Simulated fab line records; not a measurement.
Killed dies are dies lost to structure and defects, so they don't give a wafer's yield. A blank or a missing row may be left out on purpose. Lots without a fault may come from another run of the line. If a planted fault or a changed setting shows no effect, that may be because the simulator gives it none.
Struck lot and sound lot, side by side || flow n5-finfet || 19 steps out of a route of 1938
Sound: these wafers, L370.2, L370.5, L370.6. Wafers L388.2, L388.3, L388.6 were the ones struck. The cause is given at the end.
For every step that has rows: the tool of each side, followed by ch and its chambers, followed by its first start. Under that, the readings that differ: sound wafers || struck wafers || difference of the means || sigmas: that difference in standard deviations of wafers without a fault.
alike: readings with means less than 2 such deviations apart, plus words and numbers identical on both sides. not compared: withheld readings, readings lacking a value on some wafer, bounds such as >300 that could conceal the same value, and numbers that have no deviation in the record and whose values overlap.
Wherever a step has rows on one side only, a row that says differs or no value, or a row with sigmas, the two part there. Non-overlapping numbers with no deviation appear without sigmas and do not part them. A reading that every wafer of one side lacks parts them only if that side has two wafers or more.

N5_BEOL_M14_CMP_49: polishes, stops on SiO2, t overpolish 5.2 s, target thk 560 nm.
  sound on cmp-02 ch 0,2,3, day 11 05:39; struck on cmp-03 ch 0,3, day 16 08:34
{"reading": "barrier-field-endpoint-s (s)", "sound": "11.02 11.11 11.32", "struck": "11.82 11.68 11.52", "difference": "+0.52", "sigmas": "+2"}
  alike: clearing-platen-rpm, motor-current-A, overpolish-run-s, slurry-flow-ml-min, time-to-endpoint-s
N5_BEOL_M14_THK_MEAS_50: measures by xrf.
  sound on film-metro-01, day 11 05:50; struck on film-metro-02, day 16 08:52
{"reading": "M14_THK (nm)", "sound": "560 558 562", "struck": "545 536 543", "difference": -19, "sigmas": -2}
then, 1 step without rows for these wafers: N5_BEOL_M14_PRE_CLEAN_52 (time 15 s).
N5_BEOL_M14_DEP_53: deposits SiCN from 3MS/NH3, target thk 50 nm, time 17.8 s.
  sound on pecvd-03 ch 0,2, day 11 05:56; struck on pecvd-04 ch 0,2, day 16 08:55
  alike: showerhead-plenum-p-Torr, throttle-valve-pct
N5_BEOL_M14_RS_MEAS_54: uses a four-point probe to measure.
  sound on film-metro-02, day 11 06:00; struck on film-metro-01, day 16 08:59
{"reading": "M14_RS (ohm/sq)", "sound": "0.0325 0.0325 0.0324", "struck": "0.0334 0.0339 0.0335", "difference": "+0.0011", "sigmas": "+2"}
N5_BEOL_M14_INSPECT_55: inspects for defects (darkfield).
  sound on defect-inspect-02, day 11 06:01; struck on defect-inspect-02, day 16 09:01
{"reading": "raw-defect-count", "sound": "110 141 103", "struck": "64 73 33", "difference": -61, "sigmas": -3}
N5_BEOL_M15_ILD_DEP_00: deposits SiO2 from TEOS/O2, target thk 1629.3 nm, time 346.1 s.
  sound on pecvd-01 ch 0,1, day 11 06:04; struck on pecvd-01 ch 0,1, day 16 09:03
  alike: heater-power-w, showerhead-plenum-p-Torr, susceptor-temp-C, throttle-valve-pct
N5_BEOL_M15_THK_MEAS_01:
  sound on film-metro-02, day 11 06:25; struck on film-metro-02, day 16 09:18
  alike: M15_ILD_THK
then, 4 steps without rows for these wafers: N5_BEOL_M15_COAT_58 (time 60 s, resist thk 89 nm); N5_BEOL_M15_COAT_04 (resist thk 800 nm); N5_BEOL_M15_EBR_06; N5_BEOL_M15_SOFTBAKE_05 (time 60 s).
N5_BEOL_M15_EXPOSE_07: exposes mask V14.
  sound on krf-scanner-01 ch 0, day 11 06:33; struck on krf-scanner-02 ch 0, day 16 09:34
{"reading": "exposure-dose-mJ-cm2", "sound": "41.23 41.22 41.13", "struck": "46.43 46.37 46.40", "difference": "+5.21", "sigmas": "+99 or more"}
  alike: mask
then, 3 steps without rows for these wafers: N5_BEOL_M15_PEB_08 (peb time 90 s); N5_BEOL_M15_DEVELOP_09 (develop time 45 s); N5_BEOL_M15_HARDBAKE_14 (time 120 s).
N5_BEOL_M15_CD_MEAS_10: target cd 360 nm.
  sound on cd-sem-01 ch 0, day 11 06:43; struck on cd-sem-02 ch 0, day 16 09:44
{"reading": "cd-nm (nm)", "sound": "358.5 357.9 358.0", "struck": "379.2 380.9 379.0", "difference": "+21.6", "sigmas": "+18"}
N5_BEOL_M15_OVL_MEAS_11:
  sound on overlay-02 ch 0, day 11 06:45; struck on overlay-02 ch 0, day 16 09:46
  alike: V14_OVL
N5_PASSIVATION_PROBE_49:
  sound on prober-01, day 12 05:59; struck on prober-01, day 17 03:55
  alike: defect-limited-yield, killed_at_M0_to_M3, killed_at_M4_up, killed-at-contacts, killed-at-front-end, killed-at-other, killed-dies, killed-on-rim, killed-open, killed-short, sort_bin_5_function, sort_bin_6_memory, sort-n-pass, sort-yield-pct

== WHERE THEY PART ==
First at N5_BEOL_M14_CMP_49; last, within this record, at N5_BEOL_M15_CD_MEAS_10. Later steps at which nothing parts them and some readings are alike: N5_BEOL_M15_OVL_MEAS_11, N5_PASSIVATION_PROBE_49.

WHY: whatever the simulator had introduced
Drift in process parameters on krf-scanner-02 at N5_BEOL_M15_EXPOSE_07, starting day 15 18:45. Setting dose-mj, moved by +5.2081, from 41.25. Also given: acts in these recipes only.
